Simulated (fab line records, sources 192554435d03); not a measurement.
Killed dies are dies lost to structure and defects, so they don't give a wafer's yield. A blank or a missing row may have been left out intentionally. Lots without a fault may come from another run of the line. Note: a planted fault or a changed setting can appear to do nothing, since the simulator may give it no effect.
Chamber matching + flow n5-finfet + 3 sister chambers for N5_BEOL_M11_CURE_71 on uv-cure-03
The step cures SiCOH lowk, time 240 s. 6 wafers are shown with their chamber, then 7 later ones without.

WAFERS, EACH WITH ITS CHAMBER
| wafer  | chamber | wafer_temp_C_max | lamp-power-pct (%) |
|--------|---------|------------------|--------------------|
| L075.3 | 0       | 387.0            | 52.29              |
| L075.6 | 0       | 387.1            | 52.28              |
| L083.3 | 1       | 387.2            | 52.36              |
| L083.4 | 1       | 386.9            | 52.34              |
| L093.1 | 2       | 386.1            | 52.22              |
| L093.4 | 2       | 386.3            | 52.28              |

WAFERS MISSING THEIR CHAMBER
| wafer  | wafer_temp_C_max | lamp-power-pct (%) |
|--------|------------------|--------------------|
| L093.5 | 386.5            | 52.33              |
| L094.1 | 386.7            | 52.31              |
| L094.2 | 386.7            | 52.29              |
| L094.4 | 386.6            | 52.36              |
| L095.2 | 386.7            | 52.38              |
| L095.3 | 386.7            | 52.34              |
| L095.6 | 386.5            | 52.30              |

WHICH CHAMBER EACH WENT THROUGH
| wafer  | from the rows above          | in truth |
|--------|------------------------------|----------|
| L093.5 | can't be placed: 2 or 1 or 0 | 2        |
| L094.1 | can't be placed: 0 or 1 or 2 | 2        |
| L094.2 | can't be placed: 0 or 1 or 2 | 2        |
| L094.4 | can't be placed: 1 or 0 or 2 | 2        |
| L095.2 | can't be placed: 1 or 0      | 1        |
| L095.3 | can't be placed: 1 or 0      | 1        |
| L095.6 | can't be placed: 2 or 0 or 1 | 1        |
0 of 7 placed correctly. These rows do not allow placing 7 (true chamber among the candidates in 7). Number placed wrongly: 0.
How it was worked out, from the rows above alone: a wafer's distance from a chamber is the root of the sum, over the readings, of the square of ((its reading less the chamber's mean) divided by the reading's scatter). The wafer belongs to the nearest chamber; if the next one is less than 2 further off, it can't be placed. For every chamber, the mean is computed from those of its wafers that are shown. The scatter is the square root of a quotient: the sum, over the shown wafers, of each reading's squared deviation from its chamber's mean, divided by wafers minus chambers.
